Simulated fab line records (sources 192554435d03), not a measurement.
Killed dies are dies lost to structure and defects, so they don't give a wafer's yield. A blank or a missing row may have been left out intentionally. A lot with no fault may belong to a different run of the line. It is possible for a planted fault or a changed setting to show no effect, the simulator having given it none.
Chamber matching -- flow n5-finfet -- 4 sister chambers for N5_BEOL_M9_ETCH_66 on rie-diel-05
The step etches SOC in N2/H2, target depth 80 nm, overetch 16 nm, time 120 s. 4 wafers are shown with their chamber, then 7 later ones without.

== WAFERS WITH THEIR CHAMBER ==
wafer,chamber,showerhead-plenum-p-Torr (Torr)
L075.6,3,2.61
L086.1,1,2.69
L091.1,2,2.66
L091.3,0,2.33

== WAFERS WITH NO CHAMBER GIVEN ==
wafer,showerhead-plenum-p-Torr (Torr)
L091.4,2.59
L095.1,2.68
L095.2,2.65
L095.4,2.65
L097.2,2.59
L097.3,2.33
L097.6,2.33

== WHICH CHAMBER EACH WENT THROUGH ==
wafer,from the rows above,in truth
L091.4,3,3
L095.1,can't be placed: 1 or 2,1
L095.2,2,2
L095.4,2,2
L097.2,3,3
L097.3,0,0
L097.6,0,0
6 of 7 placed correctly. From these rows, 1 cannot be placed; in 1 the true chamber is one of the candidates. Wrongly placed: 0.
How it was worked out, from the rows above alone: a wafer's distance from a chamber is the root of the sum, over the readings, of the square of ((its reading less the chamber's mean) divided by the reading's scatter). If the next closest chamber is less than 2 further off than the closest, the wafer can't be placed; otherwise it belongs to the closest. Each chamber's mean is taken over the wafers shown for it. The scatter: with one shown wafer a chamber, the root of the mean of the squares of how far each hidden wafer lies from its nearest shown one.
